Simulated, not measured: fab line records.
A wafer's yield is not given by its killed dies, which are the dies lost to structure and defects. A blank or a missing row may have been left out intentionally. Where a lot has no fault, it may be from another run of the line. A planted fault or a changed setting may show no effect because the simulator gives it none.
Matching of chambers || flow nand-harc || pecvd-01 running NHARC_A_SLIT_DEP_25: 3 sister chambers
The step deposits SiO2, target thk 200 nm. 6 wafers are shown with their chamber, then 7 later ones without.

== EACH WAFER AND ITS CHAMBER ==
{"wafer": "L207.1", "chamber": 2, "showerhead-vpp-V (V)": 1869, "heater-power-w (W)": 385}
{"wafer": "L207.5", "chamber": 1, "showerhead-vpp-V (V)": 1931, "heater-power-w (W)": 499}
{"wafer": "L207.6", "chamber": 2, "showerhead-vpp-V (V)": 1910, "heater-power-w (W)": 381}
{"wafer": "L212.6", "chamber": 1, "showerhead-vpp-V (V)": 1915, "heater-power-w (W)": 490}
{"wafer": "L223.2", "chamber": 0, "showerhead-vpp-V (V)": 1758, "heater-power-w (W)": 503}
{"wafer": "L223.5", "chamber": 0, "showerhead-vpp-V (V)": 1759, "heater-power-w (W)": 526}

== WAFERS WITH NO CHAMBER GIVEN ==
{"wafer": "L223.6", "showerhead-vpp-V (V)": 1880, "heater-power-w (W)": 379}
{"wafer": "L225.1", "showerhead-vpp-V (V)": 1880, "heater-power-w (W)": 340}
{"wafer": "L225.4", "showerhead-vpp-V (V)": 1885, "heater-power-w (W)": 349}
{"wafer": "L225.5", "showerhead-vpp-V (V)": 1897, "heater-power-w (W)": 525}
{"wafer": "L226.3", "showerhead-vpp-V (V)": 1868, "heater-power-w (W)": 321}
{"wafer": "L226.4", "showerhead-vpp-V (V)": 1751, "heater-power-w (W)": 458}
{"wafer": "L226.6", "showerhead-vpp-V (V)": 1864, "heater-power-w (W)": 329}

== EACH ONE'S CHAMBER ==
{"wafer": "L223.6", "from the rows above": 2, "in truth": 2}
{"wafer": "L225.1", "from the rows above": 2, "in truth": 2}
{"wafer": "L225.4", "from the rows above": 2, "in truth": 2}
{"wafer": "L225.5", "from the rows above": 1, "in truth": 1}
{"wafer": "L226.3", "from the rows above": 2, "in truth": 2}
{"wafer": "L226.4", "from the rows above": 0, "in truth": 0}
{"wafer": "L226.6", "from the rows above": 2, "in truth": 2}
Placed correctly: 7 of 7. Can't be placed from these rows: 0. Placed wrongly: 0.
How it was worked out, from the rows above alone: a wafer's distance from a chamber is the root of the sum, over the readings, of the square of ((its reading less the chamber's mean) divided by the reading's scatter). The wafer belongs to the nearest chamber; if the next one is less than 2 further off, it can't be placed. For every chamber, the mean is computed from those of its wafers that are shown. The scatter: take each reading less its chamber's mean, square it, sum over the shown wafers, divide by the number of wafers less the number of chambers, and take the root.
